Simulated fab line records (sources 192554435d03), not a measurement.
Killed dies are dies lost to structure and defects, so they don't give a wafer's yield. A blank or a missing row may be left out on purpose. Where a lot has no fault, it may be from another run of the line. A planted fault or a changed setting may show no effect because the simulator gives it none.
Matching of chambers    flow n5 finfet    3 sister chambers for N5_GATE_CUT_HM_DEP_46 on pecvd-02
The step deposits SiO2 from TEOS/O2, target thk 130 nm, time 26.6 s. 6 wafers are shown with their chamber, then 10 later ones without.

## WAFERS, EACH WITH ITS CHAMBER
wafer   chamber  throttle valve pct (%)  heater power w (W)
L080.4  0        18.0                    621
L082.3  1        18.3                    451
L082.4  1        18.4                    452
L082.5  2        18.8                    569
L085.2  2        19.0                    509
L085.5  0        18.1                    605

## WAFERS MISSING THEIR CHAMBER
wafer   throttle valve pct (%)  heater power w (W)
L085.6  18.0                    429
L086.1  19.1                    550
L086.3  18.5                    480
L086.5  18.0                    522
L088.1  18.2                    538
L088.3  18.3                    357
L088.4  18.2                    545
L097.3  18.5                    570
L097.5  18.1                    574
L097.6  18.9                    484

## WHICH CHAMBER EACH WENT THROUGH
wafer   from the rows above           in truth
L085.6  1                             1
L086.1  2                             2
L086.3  1                             1
L086.5  can't be placed: 0 or 1       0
L088.1  can't be placed: 0 or 1       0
L088.3  1                             1
L088.4  can't be placed: 0 or 1       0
L097.3  can't be placed: 2 or 0 or 1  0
L097.5  0                             0
L097.6  2                             2
Placed correctly: 6 of 10. Unplaceable from these rows: 4, with the true chamber sitting among the candidates in 4. Number placed wrongly: 0.
How it was worked out, from the rows above alone: a wafer's distance from a chamber is the root of the sum, over the readings, of the square of ((its reading less the chamber's mean) divided by the reading's scatter). The wafer belongs to the nearest chamber; if the next one is less than 2 further off, it can't be placed. A chamber's mean is the mean of its shown wafers. The scatter: the root of (the sum of the squares of (reading less its chamber's mean) over the shown wafers, divided by (wafers less chambers)).
